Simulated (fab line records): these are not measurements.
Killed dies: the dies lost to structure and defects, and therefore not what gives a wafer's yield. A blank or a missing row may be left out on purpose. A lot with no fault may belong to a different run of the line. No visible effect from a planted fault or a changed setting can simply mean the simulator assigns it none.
fab line records | flow n5-finfet | part 2 of 2: steps 28 to 41 of 41
record: lots: 5 | wafers: 15 | last-day: 16
route steps=1938 shown SD_EPI_P@317 SD_ACTIVATION@330 ILD0@335 SDB@347
lots untouched by any fault: they come from a run of this same line in which no faults occurred
start-h: hours from the record's opening day to when the first of the lot's shown wafers began | wait-h: time in hours since the lot's previous step | " as in the row above | L1.1+2: a row that stands for several wafers | - either no value or no given start | * or withheld: withheld | < > ~ a bound
route shown NAME@n: names a module that has steps shown in the file, with the first one's number in the route | usual: mean and standard deviation over wafers with no fault | same: alike in all rows | chamber/n: place in a boat | sites: readings site by site | _std_site: standard deviation across them | _edge_site: the outer-site mean with the inner-site mean subtracted | radius-mm: for every site, how far away it sits from the centre of the wafer | mask NAME#n: copy n | behind: the most recent tool/chamber to have shaped the wafer | hold: the reason the lot was held/the length of the hold in hours/how it ended | device: transistor that didn't switch, given as n, p or np | end of line: the tests these same wafers got at the end of their route | where a step has no rows: the recipe by itself | killed: count of dies lost to structure and defects at first sort (not the wafer's yield) | map: shows each die of a wafer: x if killed, . if not, _ if none is there
set.NAME: the setting as run; set.NAME@STEP: as run at that earlier step | model.NAME: the simulator's own value behind a step, which no gauge read
lots at selected steps of the route; one table per step, one row per wafer
services: from which hour (start-h, from the record's first day; less than 0 if before it) a tool's chamber was out of use, for how many hours, and why
== steps ==
step: N5_ILD0_THK_MEAS_13
usual: thk-nm: 17.4/1.3
lot.wafer | tool          | chamber | start-h | wait-h | thk-nm
L075.1    | film-metro-02 | -       | 69.88   | -      | 18.1
L075.2    | "             | -       | "       | "      | 17.1
L075.5    | "             | -       | "       | "      | 16.8
L079.1    | film-metro-02 | -       | 94.24   | -      | 15.8
L079.2    | "             | -       | "       | "      | 15.9
L079.4    | "             | -       | "       | "      | 16.0
L081.1    | film-metro-02 | -       | 105.34  | -      | 17.0
L081.2    | "             | -       | "       | "      | 19.8
L081.6    | "             | -       | "       | "      | 17.4
L086.1    | film-metro-02 | -       | 146.97  | -      | 18.7
L086.3    | "             | -       | "       | "      | 17.9
L086.6    | "             | -       | "       | "      | 16.7
L091.1    | film-metro-01 | -       | 171.54  | -      | 15.3
L091.3    | "             | -       | "       | "      | 15.4
L091.4    | "             | -       | "       | "      | 16.3
step: N5_ILD0_INSPECT_06
recipe: inspect-instrument: darkfield | mode: post-cmp
usual: raw-defect-count: 38/17
lot.wafer | tool              | chamber | start-h | wait-h | raw-defect-count
L075.1    | defect-inspect-01 | -       | 69.90   | 0.0    | 44
L075.2    | "                 | -       | "       | "      | 55
L075.5    | "                 | -       | "       | "      | 44
L079.1    | defect-inspect-02 | -       | 94.27   | 0.0    | 38
L079.2    | "                 | -       | "       | "      | 30
L079.4    | "                 | -       | "       | "      | 21
L081.1    | defect-inspect-02 | -       | 105.36  | 0.0    | 33
L081.2    | "                 | -       | "       | "      | 35
L081.6    | "                 | -       | "       | "      | 37
L086.1    | defect-inspect-02 | -       | 147.00  | 0.0    | 35
L086.3    | "                 | -       | "       | "      | 48
L086.6    | "                 | -       | "       | "      | 55
L091.1    | defect-inspect-01 | -       | 171.56  | 0.0    | 49
L091.3    | "                 | -       | "       | "      | 29
L091.4    | "                 | -       | "       | "      | 53
step: N5_SDB_HM_DEP_00
recipe: material: SiNx | target-thk-a: 400 | temp-c: 400 | precursor: SiH4/NH3/N2 | pressure-torr: 1.5 | rf-w: 300 | time-s: 35.3
usual: heater-power-w: 721/61 | showerhead-plenum-p-Torr: 5.12/0.078 | throttle-valve-pct: 39.9/1.8
lot.wafer | tool     | chamber | start-h | wait-h | heater-power-w | showerhead-plenum-p-Torr | throttle-valve-pct
L075.1    | pecvd-04 | 2       | 69.94   | 0.0    | 765            | 5.23                     | 39.5
L075.2    | "        | 1       | "       | "      | 760            | 5.05                     | 40.7
L075.5    | "        | 2       | "       | "      | 626            | 5.22                     | 39.2
L079.1    | pecvd-04 | 2       | 94.31   | 0.0    | 710            | 5.23                     | 40.0
L079.2    | "        | 0       | "       | "      | 708            | 5.01                     | 38.7
L079.4    | "        | 2       | "       | "      | 700            | 5.25                     | 39.4
L081.1    | pecvd-01 | 0       | 105.40  | 0.0    | 768            | 5.12                     | 38.6
L081.2    | "        | 1       | "       | "      | 766            | 5.15                     | 41.5
L081.6    | "        | 0       | "       | "      | 749            | 5.11                     | 39.0
L086.1    | pecvd-04 | 1       | 147.04  | 0.0    | 783            | 5.05                     | 40.9
L086.3    | "        | 2       | "       | "      | 725            | 5.23                     | 39.9
L086.6    | "        | 1       | "       | "      | 777            | 5.05                     | 40.8
L091.1    | pecvd-01 | 0       | 171.60  | 0.0    | 767            | 5.12                     | 39.1
L091.3    | "        | 2       | "       | "      | 771            | 5.23                     | 43.5
L091.4    | "        | 0       | "       | "      | 733            | 5.12                     | 39.0
step: N5_SDB_COAT_03
recipe: resist: SOC | temp-c: 250 | time-s: 60 | spin-rpm: 1500 | resist-thk-nm: 100
lot.wafer  | tool           | chamber | start-h | wait-h
L075.1+2+5 | litho-track-04 | 0       | 70.02   | 0.1
L079.1+2+4 | litho-track-02 | 0       | 94.39   | 0.1
L081.1+2+6 | litho-track-05 | 0       | 105.48  | 0.1
L086.1+3+6 | litho-track-05 | 0       | 147.12  | 0.1
L091.1+3+4 | litho-track-05 | 0       | 171.68  | 0.1
step: N5_SDB_COAT_04
recipe: resist: SiARC | temp-c: 220 | time-s: 60 | spin-rpm: 1500 | resist-thk-nm: 18
lot.wafer  | tool           | chamber | start-h | wait-h
L075.1+2+5 | litho-track-04 | 0       | -       | -
L079.1+2+4 | litho-track-02 | 0       | -       | -
L081.1+2+6 | litho-track-05 | 0       | -       | -
L086.1+3+6 | litho-track-05 | 0       | -       | -
L091.1+3+4 | litho-track-05 | 0       | -       | -
step: N5_SDB_COAT_05
recipe: resist: CAR-ArF | spin-rpm: 1500 | resist-thk-nm: 90
lot.wafer  | tool           | chamber | start-h | wait-h
L075.1+2+5 | litho-track-04 | 0       | -       | -
L079.1+2+4 | litho-track-02 | 0       | -       | -
L081.1+2+6 | litho-track-05 | 0       | -       | -
L086.1+3+6 | litho-track-05 | 0       | -       | -
L091.1+3+4 | litho-track-05 | 0       | -       | -
step: N5_SDB_EBR_07
recipe: solvent: PGMEA | ebr-width-mm: 1.5
lot.wafer  | tool           | chamber | start-h | wait-h
L075.1+2+5 | litho-track-04 | 0       | -       | -
L079.1+2+4 | litho-track-02 | 0       | -       | -
L081.1+2+6 | litho-track-05 | 0       | -       | -
L086.1+3+6 | litho-track-05 | 0       | -       | -
L091.1+3+4 | litho-track-05 | 0       | -       | -
step: N5_SDB_SOFTBAKE_06
recipe: temp-c: 110 | time-s: 60 | resist: CAR-ArF
lot.wafer  | tool           | chamber | start-h | wait-h
L075.1+2+5 | litho-track-04 | 0       | -       | -
L079.1+2+4 | litho-track-02 | 0       | -       | -
L081.1+2+6 | litho-track-05 | 0       | -       | -
L086.1+3+6 | litho-track-05 | 0       | -       | -
L091.1+3+4 | litho-track-05 | 0       | -       | -
step: N5_SDB_EXPOSE_08
recipe: mask-id: SDB | na: 1.35 | source-shape: conventional | sigma-outer: 0.5 | polarization: unpolarized | dose-mj: 49.6
lot.wafer  | tool            | chamber | start-h | wait-h | mask
L075.1+2+5 | arfi-scanner-02 | 0       | 70.14   | -      | SDB#0
L079.1+2+4 | arfi-scanner-03 | 0       | 94.64   | -      | SDB#0
L081.1+2+6 | arfi-scanner-01 | 0       | 105.73  | -      | SDB#0
L086.1+3+6 | arfi-scanner-03 | 0       | 147.36  | -      | SDB#0
L091.1+3+4 | arfi-scanner-03 | 0       | 171.80  | -      | SDB#0
step: N5_SDB_PEB_09
recipe: peb-temp-c: withheld | peb-time-s: 60 | resist: CAR-ArF
lot.wafer  | tool           | chamber | start-h | wait-h
L075.1+2+5 | litho-track-02 | 0       | 70.20   | 0.1
L079.1+2+4 | litho-track-02 | 0       | 94.69   | 0.1
L081.1+2+6 | litho-track-02 | 0       | 105.78  | 0.1
L086.1+3+6 | litho-track-05 | 0       | 147.42  | 0.1
L091.1+3+4 | litho-track-04 | 0       | 171.86  | 0.1
step: N5_SDB_DEVELOP_10
recipe: develop-time-s: 30 | developer: TMAH | resist: CAR-ArF | rinse-liquid: diw | dry: air-spin | dev-temp-c: 23
usual: developer-temp-C: 22.99/0.1
lot.wafer | tool           | chamber | start-h | wait-h | developer-temp-C
L075.1    | litho-track-02 | 0       | -       | -      | 23.09
L075.2    | "              | 0       | "       | "      | 22.84
L075.5    | "              | 0       | "       | "      | 22.92
L079.1    | litho-track-02 | 0       | -       | -      | 22.98
L079.2    | "              | 0       | "       | "      | 23.01
L079.4    | "              | 0       | "       | "      | 23.06
L081.1    | litho-track-02 | 0       | -       | -      | 22.94
L081.2    | "              | 0       | "       | "      | 22.92
L081.6    | "              | 0       | "       | "      | 22.98
L086.1    | litho-track-05 | 0       | -       | -      | 22.99
L086.3    | "              | 0       | "       | "      | 22.94
L086.6    | "              | 0       | "       | "      | 23.12
L091.1    | litho-track-04 | 0       | -       | -      | 23.09
L091.3    | "              | 0       | "       | "      | 23.01
L091.4    | "              | 0       | "       | "      | 23.08
step: N5_SDB_CD_MEAS_11
recipe: target-cd-nm: 50 | landing-energy-ev: 500 | detector: se-inlens | polarity: opening
usual: cd-nm: 50.1/1.1
lot.wafer | tool      | chamber | start-h | wait-h | cd-nm
L075.1    | cd-sem-03 | 0       | 70.27   | -      | 50.3
L075.2    | "         | 0       | "       | "      | 50.1
L075.5    | "         | 0       | "       | "      | 49.4
L079.1    | cd-sem-03 | 0       | 94.76   | -      | 49.3
L079.2    | "         | 0       | "       | "      | 49.6
L079.4    | "         | 0       | "       | "      | 48.8
L081.1    | cd-sem-01 | 0       | 105.85  | -      | 51.3
L081.2    | "         | 0       | "       | "      | 50.0
L081.6    | "         | 0       | "       | "      | 49.4
L086.1    | cd-sem-01 | 0       | 147.49  | -      | 50.2
L086.3    | "         | 0       | "       | "      | 51.6
L086.6    | "         | 0       | "       | "      | 50.6
L091.1    | cd-sem-03 | 0       | 171.93  | -      | 49.2
L091.3    | "         | 0       | "       | "      | 51.5
L091.4    | "         | 0       | "       | "      | 51.2
step: N5_SDB_OVL_MEAS_12
recipe: points-per-wafer: 44
usual: SDB_OVL: 0.0/0.65
lot.wafer | tool       | chamber | start-h | wait-h | SDB_OVL[nm]
L075.1    | overlay-02 | 0       | 70.30   | 0.0    | -0.3
L075.2    | "          | 0       | "       | "      | 0.6
L075.5    | "          | 0       | "       | "      | 0.6
L079.1    | overlay-01 | 0       | 94.79   | 0.0    | -0.7
L079.2    | "          | 0       | "       | "      | 0.1
L079.4    | "          | 0       | "       | "      | 0.1
L081.1    | overlay-01 | 0       | 105.88  | 0.0    | 0.5
L081.2    | "          | 0       | "       | "      | 1.6
L081.6    | "          | 0       | "       | "      | 0.7
L086.1    | overlay-02 | 0       | 147.52  | 0.0    | -0.4
L086.3    | "          | 0       | "       | "      | -0.9
L086.6    | "          | 0       | "       | "      | -0.3
L091.1    | overlay-01 | 0       | 171.96  | 0.0    | -0.1
L091.3    | "          | 0       | "       | "      | -0.4
L091.4    | "          | 0       | "       | "      | 1.0
step: N5_SDB_INSPECT_13
recipe: mode: adi | inspect-instrument: brightfield
usual: raw-defect-count: 75/39
lot.wafer | tool              | chamber | start-h | wait-h | raw-defect-count
L075.1    | defect-inspect-02 | -       | 70.32   | 0.0    | 67
L075.2    | "                 | -       | "       | "      | 106
L075.5    | "                 | -       | "       | "      | 80
L079.1    | defect-inspect-01 | -       | 94.82   | 0.0    | 85
L079.2    | "                 | -       | "       | "      | 102
L079.4    | "                 | -       | "       | "      | 66
L081.1    | defect-inspect-01 | -       | 105.91  | 0.0    | 25
L081.2    | "                 | -       | "       | "      | 50
L081.6    | "                 | -       | "       | "      | 42
L086.1    | defect-inspect-02 | -       | 147.54  | 0.0    | 45
L086.3    | "                 | -       | "       | "      | 50
L086.6    | "                 | -       | "       | "      | 61
L091.1    | defect-inspect-02 | -       | 171.98  | 0.0    | 72
L091.3    | "                 | -       | "       | "      | 80
L091.4    | "                 | -       | "       | "      | 66
== services ==
tool            | chamber | start-h | hours | kind
ald-sin-03      | -       | 47.75   | 2.8   | pm
ald-sin-04      | 1       | 47.91   | 8.5   | repair
cmp-03          | -       | 53.80   | 7.9   | pm
laser-anneal-02 | -       | 57.67   | 2.0   | pm
cmp-03          | -       | 66.27   | 10.2  | pm
epi-rpcvd-03    | -       | 67.67   | 0.3   | repair
ald-sin-03      | 1       | 74.73   | 13.9  | repair
wet-bench-04    | -       | 75.31   | 4.4   | pm
arfi-scanner-03 | -       | 76.67   | 3.1   | pm
laser-anneal-02 | -       | 76.76   | 5.9   | pm
cmp-03          | -       | 78.14   | 0.2   | repair
epi-rpcvd-03    | -       | 81.92   | 2.3   | repair
fcvd-02         | 0       | 84.09   | 10.9  | repair
ald-sin-02      | -       | 87.48   | 14.0  | pm
cmp-03          | -       | 99.29   | 1.0   | repair
arfi-scanner-03 | -       | 100.50  | 0.8   | pm
ald-sin-02      | -       | 101.48  | 2.8   | pm
cmp-04          | -       | 111.77  | 0.6   | repair
cmp-03          | -       | 112.91  | 4.7   | repair
arfi-scanner-03 | -       | 114.28  | 1.0   | pm
cmp-04          | -       | 116.44  | 4.0   | pm
pecvd-04        | -       | 120.08  | 3.5   | repair
cmp-04          | -       | 124.14  | 4.6   | pm
fcvd-02         | -       | 125.25  | 0.5   | repair
